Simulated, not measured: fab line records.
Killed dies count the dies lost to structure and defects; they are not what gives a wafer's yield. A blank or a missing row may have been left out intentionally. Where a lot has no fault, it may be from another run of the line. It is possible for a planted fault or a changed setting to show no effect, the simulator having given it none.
Chamber matching	flow n5_finfet	N5_SDB_HM_DEP_00 on pecvd-04 has 3 sister chambers
The step deposits SiNx from SiH4/NH3/N2, target thk 40 nm, time 35.3 s. 3 wafers are shown with their chamber, then 11 later ones without.

== WAFERS PAIRED WITH THEIR CHAMBERS ==
wafer	chamber	throttle_valve_pct (%)
L087.5	1	43.6
L088.1	0	38.4
L089.3	2	38.2

== WAFERS WITHOUT THEIR CHAMBER ==
wafer	throttle_valve_pct (%)
L089.4	38.1
L089.6	43.4
L090.2	43.4
L090.4	43.4
L090.5	38.4
L092.1	43.8
L092.3	38.3
L092.5	38.1
L096.1	38.1
L096.5	38.2
L096.6	38.4

== WHICH CHAMBER EACH ONE RAN IN ==
wafer	from the rows above	in truth
L089.4	can't be placed: 2 or 0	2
L089.6	1	1
L090.2	1	1
L090.4	1	1
L090.5	can't be placed: 0 or 2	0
L092.1	1	1
L092.3	can't be placed: 2 or 0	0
L092.5	can't be placed: 2 or 0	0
L096.1	can't be placed: 2 or 0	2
L096.5	can't be placed: 2 or 0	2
L096.6	can't be placed: 0 or 2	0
Placed correctly: 4 of 11. Cannot be placed on the basis of these rows: 7; the candidates contain the true chamber in 7. Wrongly placed: 0.
How it was worked out, from the rows above alone: a wafer's distance from a chamber is the root of the sum, over the readings, of the square of ((its reading less the chamber's mean) divided by the reading's scatter). The wafer belongs to the nearest chamber; if the next one is less than 2 further off, it can't be placed. A chamber's mean is the mean of its shown wafers. The scatter: root of mean squared gap, hidden wafer to nearest shown wafer, with one shown wafer a chamber.
